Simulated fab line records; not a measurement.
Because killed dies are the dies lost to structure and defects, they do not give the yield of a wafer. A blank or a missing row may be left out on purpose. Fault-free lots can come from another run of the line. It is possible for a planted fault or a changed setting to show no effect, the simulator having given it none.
Chamber matching | flow n5_finfet | 4 sister chambers for N5_BEOL_M7_STRIP_67 on rie_diel-02
The step strips in CF4. 16 wafers are shown with their chamber, then 8 later ones without.

## WAFERS WITH THEIR CHAMBER
wafer  | chamber | drypump_motor_current_A (A) | showerhead_plenum_p_Torr (Torr) | throttle_valve_pct (%)
L075.2 | 3       | 6.4                         | 1.78                            | 13.68
L075.5 | 3       | 6.5                         | 1.78                            | 13.68
L075.6 | 2       | 6.7                         | 1.82                            | 13.83
L077.2 | 1       | 6.2                         | 1.77                            | 13.37
L077.5 | 2       | 6.7                         | 1.82                            | 13.84
L077.6 | 1       | 6.2                         | 1.77                            | 13.37
L078.1 | 2       | 6.7                         | 1.82                            | 13.85
L078.3 | 3       | 6.4                         | 1.78                            | 13.69
L078.5 | 2       | 6.7                         | 1.82                            | 13.84
L085.1 | 0       | 5.1                         | 1.91                            | 13.29
L085.4 | 1       | 6.2                         | 1.76                            | 13.41
L085.5 | 2       | 6.7                         | 1.82                            | 13.87
L088.2 | 3       | 6.5                         | 1.77                            | 13.74
L088.3 | 0       | 5.1                         | 1.91                            | 13.29
L088.5 | 3       | 6.5                         | 1.77                            | 13.75
L089.1 | 1       | 6.2                         | 1.76                            | 13.43

SIGNATURES (averages over the wafers above)
reading                  | chamber 0 | chamber 1 | chamber 2 | chamber 3 | scatter within a chamber
drypump_motor_current_A  | 5.100     | 6.200     | 6.700     | 6.460     | 0.0316
showerhead_plenum_p_Torr | 1.9100    | 1.7650    | 1.8200    | 1.7760    | 0.00428
throttle_valve_pct       | 13.2900   | 13.3950   | 13.8460   | 13.7080   | 0.0263
Rule: distance of a wafer from a chamber = root of the sum over the readings of ((wafer's reading minus chamber's mean) / reading's scatter) squared. The wafer belongs to the nearest chamber; if the next one is less than 2 further off, it can't be placed. The scatter: take each reading less its chamber's mean, square it, sum over the shown wafers, divide by the number of wafers less the number of chambers, and take the root.

## WAFERS MISSING THEIR CHAMBER
wafer  | drypump_motor_current_A (A) | showerhead_plenum_p_Torr (Torr) | throttle_valve_pct (%)
L089.2 | 5.0                         | 1.91                            | 13.30
L089.4 | 6.7                         | 1.81                            | 13.91
L095.1 | 6.7                         | 1.81                            | 13.93
L095.3 | 6.2                         | 1.76                            | 13.46
L095.4 | 6.2                         | 1.76                            | 13.44
L094.1 | 6.7                         | 1.81                            | 13.92
L094.4 | 6.4                         | 1.77                            | 13.75
L094.6 | 6.2                         | 1.76                            | 13.45

## EACH ONE'S CHAMBER
wafer  | from the rows above | in truth
L089.2 | 0                   | 0
L089.4 | 2                   | 2
L095.1 | 2                   | 2
L095.3 | 1                   | 1
L095.4 | 1                   | 1
L094.1 | 2                   | 2
L094.4 | 3                   | 3
L094.6 | 1                   | 1
Correctly placed: 8 of 8. Left unplaced by these rows: 0. Wrongly placed: 0.
